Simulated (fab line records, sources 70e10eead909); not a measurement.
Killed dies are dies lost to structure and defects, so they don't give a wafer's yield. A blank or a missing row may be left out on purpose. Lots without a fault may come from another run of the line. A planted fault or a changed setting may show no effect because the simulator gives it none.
A struck lot beside a sound one | flow nand_harc | 13 steps out of a route of 1302
Sound: wafers L588.3, L588.4, L588.6. Struck: wafers L591.1, L591.3, L591.4. The cause comes at the end.
At each step with rows: each side's tool, then ch and its chambers, then its first start. Under that, the readings that differ: sound wafers | struck wafers | difference of the means | sigmas: that difference in standard deviations of wafers without a fault.
alike: readings whose means differ by less than 2 such deviations, and words and numbers that are the same on both sides. not compared: withheld readings, readings that some wafer has no value for, bounds like >300 that may hide the same value, and numbers for which the record gives no deviation and whose values overlap.
The two part at a step that has a row with sigmas, a row that says differs or no value, or rows on one side only. Numbers that don't overlap but have no deviation are shown without sigmas and don't part them. A reading that every wafer of one side lacks parts them only if that side has two wafers or more.

first, 1 step without rows for these wafers: NHARC_A_SLIT_STRIP_28 (strips in O2/COS).
NHARC_A_SLIT_ETCH_29: etches the open film in CF4/O2, target depth 100 nm, overetch 10 nm, time 55 s.
  sound on rie_diel-08 ch 1,2,3, day 20 16:38; struck on rie_diel-08 ch 0,1,3, day 22 00:53
  alike: drypump_motor_current_A, o2_flow_sccm, oes_product_au, rf_vpp_V, showerhead_plenum_p_Torr, throttle_valve_pct
  not compared: rf_hours_counter_h
NHARC_A_SLIT_STRIP_18: strips in O2.
  sound on rie_diel-08 ch 0,2; struck on rie_diel-08 ch 0,1,3
  alike: drypump_motor_current_A, o2_flow_sccm, oes_product_au, rf_vpp_V, showerhead_plenum_p_Torr, throttle_valve_pct
  not compared: rf_hours_counter_h
then, 2 steps without rows for these wafers: NHARC_A_SLIT_PRECLEAN_19 (cleans in SC1); NHARC_A_SLIT_SRD_20.
NHARC_A_SLIT_CD_MEAS_21:
  sound on cd_sem-01, day 20 17:10; struck on cd_sem-03, day 22 01:25
  alike: cd_nm
then, 3 steps without rows for these wafers: NHARC_A_SIN_REMOVE_WET_00 (chemistry H3PO4, time 15300 s); NHARC_A_SIN_REMOVE_PRECLEAN_01 (cleans in SC1); NHARC_A_SIN_REMOVE_SRD_02.
NHARC_A_SIN_REMOVE_INSPECT_04:
  sound on defect_inspect-02, day 20 23:46; struck on defect_inspect-01, day 22 08:04
  alike: raw_defect_count
NHARC_A_WL_FILL_ALD_00: deposits Al2O3, target thk 3 nm, pulse time 3 s, ald cycles 30.
  sound on ald_hk-03 ch 1,3, day 20 23:51; struck on ald_hk-02 ch 0,1,2, day 22 08:08
  alike: heater_power_w, precursor_pulse_height_rel
NHARC_A_WL_FILL_RTA_01: time 5 s.
  sound on rtp_anneal-02 ch 0, day 21 00:08; struck on rtp_anneal-01 ch 0, day 22 08:23
  reading          | sound                | struck            | difference | sigmas
  wafer_temp_C_max | 1003.5 1003.4 1003.2 | 964.9 966.8 966.5 | -37.3      | -31
  alike: lamp_power_pct, lamp_zone_6_pct
NHARC_A_WL_FILL_ALD_02: deposits TiN, target thk 2 nm, pulse time 3 s, ald cycles 100.
  sound on ald_metal-01 ch 0,1,3, day 21 00:22; struck on ald_metal-02 ch 0,2,3, day 22 08:39
  alike: heater_power_w, precursor_pulse_height_rel

WHERE THEY PART
Only at NHARC_A_WL_FILL_RTA_01, within this record. Later steps at which nothing parts them and some readings are alike: NHARC_A_WL_FILL_ALD_02.

WHY: what the simulator had put in
Process parameter drift: rtp_anneal-01, from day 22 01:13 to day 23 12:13, at NHARC_A_WL_FILL_RTA_01. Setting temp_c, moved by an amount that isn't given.
